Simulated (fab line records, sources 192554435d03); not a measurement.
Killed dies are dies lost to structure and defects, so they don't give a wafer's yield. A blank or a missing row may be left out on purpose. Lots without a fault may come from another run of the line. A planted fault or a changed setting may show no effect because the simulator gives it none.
Split-lot experiment | flow n5_finfet | 7 lots, 21 wafers read, on a route of 1938 steps

THE SPLIT
At N5_BEOL_M12_CMP_49 (polishes, stops on SiOC, t overpolish 20.6 s, target thk 320 nm), the setting down_force_psi was moved away from the recipe's 1 psi on 7 of the 21 wafers read, by -15.9% to +21.3%. The other wafers ran this setting at the recipe's value.

The reading is taken at the split's own step.

THE READING
barrier_field_endpoint_s, in s, at N5_BEOL_M12_CMP_49 (polishes, stops on SiOC, t overpolish 20.6 s, target thk 320 nm). Fault-free wafers of this fab line usually give 30.3 s, standard deviation 0.78 s.

wafer  | tool, chamber at the split | down_force_psi as run, psi | against the recipe | barrier_field_endpoint_s, s | against lot-mates on the recipe
L074.2 | cmp-02, 0                  | 1                          | recipe             | 28.8                        | -
L074.1 | cmp-02, 2                  | 1.213                      | +21.3%             | 24.8                        | -4.0
L074.3 | cmp-02, 3                  | 1.213                      | +21.3%             | 24.6                        | -4.2
L076.1 | cmp-04, 0                  | 1                          | recipe             | 30.2                        | -
L076.6 | cmp-04, 1                  | 1                          | recipe             | 29.2                        | -
L076.5 | cmp-04, 2                  | 0.8407                     | -15.9%             | 36.0                        | +6.3
L080.2 | cmp-04, 0                  | 1                          | recipe             | 29.4                        | -
L080.4 | cmp-04, 1                  | 1                          | recipe             | 28.9                        | -
L080.5 | cmp-04, 0                  | 1                          | recipe             | 29.6                        | -
L090.4 | cmp-02, 3                  | 0.9132                     | -8.7%              | 33.6                        | +3.1
L090.3 | cmp-02, 0                  | 1                          | recipe             | 30.5                        | -
L090.2 | cmp-02, 2                  | 0.9132                     | -8.7%              | 33.4                        | +2.9
L089.4 | cmp-02, 1                  | 1                          | recipe             | 29.8                        | -
L089.2 | cmp-02, 2                  | 1                          | recipe             | 29.9                        | -
L089.6 | cmp-02, 3                  | 1                          | recipe             | 29.7                        | -
L092.1 | cmp-03, 1                  | 1.204                      | +20.4%             | 24.3                        | -6.9
L092.2 | cmp-03, 3                  | 1                          | recipe             | 31.2                        | -
L092.6 | cmp-03, 0                  | 1.204                      | +20.4%             | 24.6                        | -6.6
L093.2 | cmp-02, 3                  | 1                          | recipe             | 31.7                        | -
L093.3 | cmp-02, 1                  | 1                          | recipe             | 31.7                        | -
L093.6 | cmp-02, 0                  | 1                          | recipe             | 31.7                        | -

THE FIT
A straight line over all 21 wafers: barrier_field_endpoint_s changes by -0.293 s for each +1% of down_force_psi; r = -0.95; the points scatter about the line by 0.94 s.
The same after taking each lot's own level away (the mean of its wafers on the recipe; 21 wafers): -0.287 s for each +1%; r = -0.96; scatter 0.82 s.
On that fit, the largest move of down_force_psi shifts the reading by 6.1 s.
The lots' own levels span 28.80 to 31.70 s, that is 3.7 times the standard deviation above.
So the lot-to-lot level changes the slope little: the two slopes agree.
Check: with one of the wafers moved furthest among these (+21.3%) left out of the fit, the line predicts -6.41 s for it against its lot-mates. It came out at -4 s against them.
Tool readings at the split's step, against how far the setting was moved: barrier_field_endpoint_s r = -0.95.

OTHER SPLITS ON THESE WAFERS
These wafers also went through other splits before the reading. Each is held against what the fit with the lots' levels taken away leaves over:
other split on the same wafers | wafers away from the commonest value | r with barrier_field_endpoint_s (lot level and that fit taken away)
N5_BEOL_M8_COAT_22 spin_rpm    | 7                                    | -0.04
N5_BEOL_M8_DESCUM_33 time_s    | 5                                    | +0.11
N5_BEOL_M9_ILD_DEP_00 time_s   | 6                                    | -0.07
N5_BEOL_M9_COAT_05 spin_rpm    | 9                                    | +0.29
N5_BEOL_M10_COAT_22 spin_rpm   | 5                                    | -0.54
N5_BEOL_M10_EXPOSE_25 dose_mj  | 8                                    | -0.33
N5_BEOL_M10_ETCH_41 source_w   | 5                                    | +0.01

THE FILE'S OWN FIT
barrier_field_endpoint_s changes by -0.293 s for each +1% of down_force_psi, r = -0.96.
